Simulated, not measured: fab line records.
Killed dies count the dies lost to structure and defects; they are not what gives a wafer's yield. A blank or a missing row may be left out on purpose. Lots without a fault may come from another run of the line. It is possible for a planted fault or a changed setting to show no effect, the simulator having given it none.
Which of the tools did it? / flow n5_finfet / 9 lots, 27 wafers sampled, at 3 steps of a route of 1938

WHAT THE GAUGES READ, wafer by wafer
N5_BEOL_M2_INSPECT_13: inspects for defects (brightfield).
lot=L965; measured=day 6 20:02; on=defect_inspect-01; raw_defect_count=471 332 369
lot=L966; measured=day 6 22:00; on=defect_inspect-02; raw_defect_count=529 473 396
lot=L971; measured=day 8 00:34; on=defect_inspect-02; raw_defect_count=271 390 436
lot=L973; measured=day 8 19:50; on=defect_inspect-01; raw_defect_count=594 344 410
lot=L975; measured=day 9 01:52; on=defect_inspect-01; raw_defect_count=315 457 369
lot=L979; measured=day 10 09:24; on=defect_inspect-01; raw_defect_count=259 341 211
lot=L986; measured=day 11 19:57; on=defect_inspect-02; raw_defect_count=507 634 574
lot=L988; measured=day 12 10:31; on=defect_inspect-02; raw_defect_count=487 324 355
lot=L987; measured=day 12 20:05; on=defect_inspect-01; raw_defect_count=488 359 647

WHAT TOOL EACH LOT RAN ON (gives the tool, then ch and the chambers of the sampled wafers, and finally the start)
lot=L965; N5_BEOL_M1_ANNEAL_93=pvd_sputter-02, day 6 16:29; N5_BEOL_M1_ANNEAL_95=pvd_sputter-02, day 6 16:42
lot=L966; N5_BEOL_M1_ANNEAL_93=pvd_sputter-03, day 6 19:40; N5_BEOL_M1_ANNEAL_95=pvd_sputter-03, day 6 19:53
lot=L971; N5_BEOL_M1_ANNEAL_93=pvd_sputter-03, day 7 20:25; N5_BEOL_M1_ANNEAL_95=pvd_sputter-03, day 7 20:38
lot=L973; N5_BEOL_M1_ANNEAL_93=pvd_sputter-02, day 8 17:19; N5_BEOL_M1_ANNEAL_95=pvd_sputter-02, day 8 17:32
lot=L975; N5_BEOL_M1_ANNEAL_93=pvd_sputter-03, day 8 21:46; N5_BEOL_M1_ANNEAL_95=pvd_sputter-03, day 8 21:59
lot=L979; N5_BEOL_M1_ANNEAL_93=pvd_sputter-03, day 10 06:18; N5_BEOL_M1_ANNEAL_95=pvd_sputter-03, day 10 06:31
lot=L986; N5_BEOL_M1_ANNEAL_93=pvd_sputter-01, day 11 16:46; N5_BEOL_M1_ANNEAL_95=pvd_sputter-01, day 11 16:59
lot=L988; N5_BEOL_M1_ANNEAL_93=pvd_sputter-02, day 12 07:46; N5_BEOL_M1_ANNEAL_95=pvd_sputter-02, day 12 07:59
lot=L987; N5_BEOL_M1_ANNEAL_93=pvd_sputter-03, day 12 17:23; N5_BEOL_M1_ANNEAL_95=pvd_sputter-03, day 12 17:37
- N5_BEOL_M1_ANNEAL_93: time 240 s.
- N5_BEOL_M1_ANNEAL_95: time 240 s.

THE ANSWER, worked out from the rows above alone
Rule: usual is defined by the lots themselves. Put in order of their means at a reading, lots are off if they are a third of the lots or fewer, leave a main group of 4 or more, and stand apart from it by a gap of 3 or more times the standard deviation of the main group's means; of several such gaps the widest counts. A main group whose means are all the same, to the digits that the tables above print for the reading, isn't used. Also off: a lot with no number at a reading for which 4 or more lots have one. Any other lot the step has rows for is counted as sound.
No lot is off on any of the readings shown, so nothing can be concluded from this.

WHAT THE SIMULATOR HAD INSERTED
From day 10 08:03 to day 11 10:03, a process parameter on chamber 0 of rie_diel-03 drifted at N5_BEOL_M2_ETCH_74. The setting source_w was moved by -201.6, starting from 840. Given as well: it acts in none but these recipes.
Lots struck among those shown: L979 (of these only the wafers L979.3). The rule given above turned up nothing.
